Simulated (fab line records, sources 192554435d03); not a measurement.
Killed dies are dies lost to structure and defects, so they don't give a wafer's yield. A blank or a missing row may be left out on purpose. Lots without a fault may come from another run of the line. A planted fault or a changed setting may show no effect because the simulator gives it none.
Chamber matching | flow n5_finfet | N5_BEOL_M9_CURE_71 on uv_cure-03: 3 sister chambers
The step cures SiCOH lowk, time 240 s. 3 wafers are shown with their chamber, then 12 later ones without.

WAFERS WITH THEIR CHAMBER
wafer  | chamber | lamp_power_pct (%)
L078.5 | 0       | 52.20
L090.5 | 2       | 52.24
L088.5 | 1       | 52.42

WAFERS WITHOUT THEIR CHAMBER
wafer  | lamp_power_pct (%)
L093.2 | 52.35
L093.4 | 52.23
L093.6 | 52.22
L095.2 | 52.25
L095.4 | 52.36
L095.6 | 52.29
L097.1 | 52.37
L097.4 | 52.26
L097.6 | 52.29
L097.2 | 52.35
L097.3 | 52.25
L097.5 | 52.41

WHICH CHAMBER EACH WENT THROUGH
wafer  | from the rows above          | in truth
L093.2 | can't be placed: 1 or 2 or 0 | 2
L093.4 | can't be placed: 2 or 0      | 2
L093.6 | can't be placed: 0 or 2      | 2
L095.2 | can't be placed: 2 or 0      | 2
L095.4 | can't be placed: 1 or 2      | 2
L095.6 | can't be placed: 2 or 0 or 1 | 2
L097.1 | can't be placed: 1 or 2      | 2
L097.4 | can't be placed: 2 or 0      | 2
L097.6 | can't be placed: 2 or 0 or 1 | 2
L097.2 | can't be placed: 1 or 2 or 0 | 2
L097.3 | can't be placed: 2 or 0      | 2
L097.5 | 1                            | 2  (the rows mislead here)
Placed correctly: 0 of 12. Can't be placed from these rows: 11 (the true chamber is among the candidates in 11). Placed wrongly: 1.
How it was worked out, from the rows above alone: a wafer's distance from a chamber is the root of the sum, over the readings, of the square of ((its reading less the chamber's mean) divided by the reading's scatter). The wafer belongs to the nearest chamber; if the next one is less than 2 further off, it can't be placed. A chamber's mean is the mean of its shown wafers. The scatter: with one shown wafer a chamber, the root of the mean of the squares of how far each hidden wafer lies from its nearest shown one.
